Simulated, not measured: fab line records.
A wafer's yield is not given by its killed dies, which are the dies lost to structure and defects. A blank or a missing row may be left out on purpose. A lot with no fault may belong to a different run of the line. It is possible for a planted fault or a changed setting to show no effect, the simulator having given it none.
Matching of chambers ; flow nand harc ; 3 sister chambers for NHARC_A_STAIRCASE_DEP_322 on pecvd-01
The step deposits SiO2, target thk 3800 nm. 16 wafers are shown with their chamber, then 8 later ones without.

WAFERS, EACH WITH ITS CHAMBER
wafer;chamber;heater power w (W)
L735.1;1;786
L735.4;1;674
L735.6;0;642
L737.4;1;676
L737.5;2;657
L737.6;0;634
L736.1;0;674
L736.4;0;630
L736.6;2;656
L738.2;2;744
L738.4;1;671
L738.6;2;640
L741.1;1;740
L741.4;2;651
L741.5;1;678
L749.1;0;766

SIGNATURES (means of the wafers above)
reading;chamber 0;chamber 1;chamber 2;scatter within a chamber
heater power w;669.20;704.17;669.60;49.2
Rule: for each reading, subtract the chamber's mean from the wafer's reading, divide by that reading's scatter and square the result; add these up over the readings and take the root, which gives the wafer's distance from the chamber. The wafer belongs to the nearest chamber; if the next one is less than 2 further off, it can't be placed. How the scatter is found: for the shown wafers, subtract from each reading the mean of its chamber, square and add these, divide the total by (wafers less chambers), then take the root.

WAFERS MISSING THEIR CHAMBER
wafer;heater power w (W)
L749.4;680
L749.5;625
L751.3;802
L751.4;614
L751.5;658
L755.3;710
L755.4;660
L755.6;631

THE CHAMBER EACH PASSED THROUGH
wafer;from the rows above;in truth
L749.4;can't be placed: 2 or 0 or 1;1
L749.5;can't be placed: 0 or 2 or 1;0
L751.3;can't be placed: 1 or 2 or 0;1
L751.4;can't be placed: 0 or 2 or 1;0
L751.5;can't be placed: 0 or 2 or 1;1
L755.3;can't be placed: 1 or 2 or 0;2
L755.4;can't be placed: 0 or 2 or 1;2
L755.6;can't be placed: 0 or 2 or 1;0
Placed correctly: 0 of 8. These rows do not allow placing 8 (true chamber among the candidates in 8). Placed wrongly: 0.
